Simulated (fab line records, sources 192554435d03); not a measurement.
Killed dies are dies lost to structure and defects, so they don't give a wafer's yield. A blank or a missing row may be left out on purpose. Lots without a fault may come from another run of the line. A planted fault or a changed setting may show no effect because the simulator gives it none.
A struck lot beside a sound one | flow n5_finfet | 15 steps out of a route of 1938
Sound: wafers L246.1, L246.2, L246.5. Struck: wafer L255.6. (L255.1, L255.4 of the same lot were not struck and are left out.) The cause comes at the end.
At each step with rows: each side's tool, then ch and its chambers, then its first start. Under that, the readings that differ: sound wafers | struck wafers | difference of the means | sigmas: that difference in standard deviations of wafers without a fault.
alike: readings whose means differ by less than 2 such deviations, and words and numbers that are the same on both sides. not compared: withheld readings, readings that some wafer has no value for, bounds like >300 that may hide the same value, and numbers for which the record gives no deviation and whose values overlap.
The two part at a step that has a row with sigmas, a row that says differs or no value, or rows on one side only. Numbers that don't overlap but have no deviation are shown without sigmas and don't part them. A reading that every wafer of one side lacks parts them only if that side has two wafers or more.

first, 6 steps without rows for these wafers: N5_BEOL_M2_COAT_05 (resist thk 30 nm); N5_BEOL_M2_EBR_07; N5_BEOL_M2_SOFTBAKE_06 (time 60 s); N5_BEOL_M2_EXPOSE_08 (exposes mask M2); N5_BEOL_M2_PEB_09 (peb time 60 s); N5_BEOL_M2_DEVELOP_10 (develop time 30 s).
N5_BEOL_M2_CD_MEAS_11: target cd 16.79 nm.
  sound on cd_sem-02 ch 0, day 7 18:25; struck on cd_sem-03 ch 0, day 10 09:19
  alike: cd_nm
N5_BEOL_M2_OVL_MEAS_12:
  sound on overlay-01 ch 0, day 7 18:26; struck on overlay-02 ch 0, day 10 09:20
  alike: M2_OVL
N5_BEOL_M2_INSPECT_13: inspects for defects (brightfield).
  sound on defect_inspect-02, day 7 18:30; struck on defect_inspect-01, day 10 09:24
  reading          | sound       | struck | difference | sigmas
  raw_defect_count | 370 686 460 | 288    | -217       | -2
N5_BEOL_M2_DESCUM_16: chemistry O2, time 7 s.
  sound on rie_diel-05 ch 2,3, day 7 18:50; struck on rie_diel-03 ch 0, day 10 09:26
  reading               | sound          | struck | difference | sigmas
  oes_product_au (a.u.) | 0.96 0.93 0.93 | 0.69   | -0.25      | -3
  alike: drypump_motor_current_A, rf_vpp_V, showerhead_plenum_p_Torr, throttle_valve_pct
  not compared: rf_hours_counter_h
N5_BEOL_M2_ETCH_74: etches underlayer in N2/H2, target depth 6.5 nm, time 5.2 s.
  sound on rie_diel-05 ch 2,3, day 7 18:52; struck on rie_diel-03 ch 0, day 10 09:28
  reading               | sound          | struck | difference | sigmas
  oes_product_au (a.u.) | 0.82 0.81 0.82 | 0.59   | -0.23      | -3
  alike: drypump_motor_current_A, etch_rf_on_time_s, rf_vpp_V, showerhead_plenum_p_Torr, throttle_valve_pct
  not compared: rf_hours_counter_h
N5_BEOL_M2_ETCH_63: etches SiARC in CF4, target depth 15.6 nm, time 26 s.
  sound on rie_diel-05 ch 2,3, day 7 18:53; struck on rie_diel-03 ch 0, day 10 09:29
  reading               | sound          | struck | difference | sigmas
  oes_product_au (a.u.) | 0.84 0.82 0.82 | 0.60   | -0.23      | -3
  alike: drypump_motor_current_A, etch_rf_on_time_s, rf_vpp_V, showerhead_plenum_p_Torr, throttle_valve_pct
  not compared: rf_hours_counter_h
N5_BEOL_M2_ETCH_64: etches SOC in N2/H2, target depth 75 nm, overetch 22.5 nm, time 121.9 s.
  sound on rie_diel-05 ch 2,3, day 7 18:55; struck on rie_diel-03 ch 0, day 10 09:31
  reading                                    | sound             | struck | difference | sigmas
  oes_product_au (a.u.)                      | 0.72 0.70 0.71    | 0.56   | -0.15      | -2
  rf_vpp_V (V)                               | 522.5 522.8 521.5 | 527.6  | +5.3       | +2
  model.SiARC_of_BEOL_M2_COAT_62.thk_nm (nm) | 6 6 6             | 6.6    | +0.6       |
  alike: drypump_motor_current_A, showerhead_plenum_p_Torr, throttle_valve_pct
  not compared: rf_hours_counter_h
then, 1 step without rows for these wafers: N5_BEOL_M2_STRIP_65 (strips in N2/H2).
N5_BEOL_M4_RC_MEAS_101:
  sound on prober-02 ch 0, day 9 12:08; struck on prober-01 ch 0, day 11 15:22
  alike: DIBL_N, DIBL_P, IOFF_N, IOFF_P, ION_N, ION_P, SS_N, SS_P, VT_N, VT_P

WHERE THEY PART
First at N5_BEOL_M2_INSPECT_13; last, within this record, at N5_BEOL_M2_ETCH_64. Later steps at which nothing parts them and some readings are alike: N5_BEOL_M4_RC_MEAS_101.

WHY: what the simulator had put in
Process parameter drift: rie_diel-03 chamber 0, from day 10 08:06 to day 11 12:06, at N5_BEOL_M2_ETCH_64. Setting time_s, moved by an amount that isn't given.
